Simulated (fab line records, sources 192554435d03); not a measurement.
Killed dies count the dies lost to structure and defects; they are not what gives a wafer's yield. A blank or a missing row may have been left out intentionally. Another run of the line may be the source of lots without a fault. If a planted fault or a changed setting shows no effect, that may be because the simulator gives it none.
Matching of chambers + flow n5_finfet + N5_GATE_CUT_ETCH_19 on rie_diel-04 has 4 sister chambers
The step etches SiNx in CH3F/O2, target depth 53.7 nm, time 76.7 s. 4 wafers are shown with their chamber, then 7 later ones without.

== WAFERS, EACH WITH ITS CHAMBER ==
| wafer  | chamber | showerhead_plenum_p_Torr (Torr) |
|--------|---------|---------------------------------|
| L712.5 | 0       | 1.97                            |
| L715.5 | 1       | 2.02                            |
| L716.1 | 3       | 1.93                            |
| L716.2 | 2       | 1.90                            |

== WAFERS MISSING THEIR CHAMBER ==
| wafer  | showerhead_plenum_p_Torr (Torr) |
|--------|---------------------------------|
| L716.5 | 2.02                            |
| L722.3 | 1.93                            |
| L722.4 | 1.90                            |
| L722.5 | 1.93                            |
| L723.1 | 1.92                            |
| L723.3 | 2.02                            |
| L723.4 | 1.90                            |

== THE CHAMBER EACH PASSED THROUGH ==
| wafer  | from the rows above | in truth |
|--------|---------------------|----------|
| L716.5 | 1                   | 1        |
| L722.3 | 3                   | 3        |
| L722.4 | 2                   | 2        |
| L722.5 | 3                   | 3        |
| L723.1 | 3                   | 3        |
| L723.3 | 1                   | 1        |
| L723.4 | 2                   | 2        |
Correct placement for 7 of the 7. Left unplaced by these rows: 0. 0 placed wrongly.
How it was worked out, from the rows above alone: a wafer's distance from a chamber is the root of the sum, over the readings, of the square of ((its reading less the chamber's mean) divided by the reading's scatter). The wafer belongs to the nearest chamber; if the next one is less than 2 further off, it can't be placed. For every chamber, the mean is computed from those of its wafers that are shown. The scatter: root of mean squared gap, hidden wafer to nearest shown wafer, with one shown wafer a chamber.
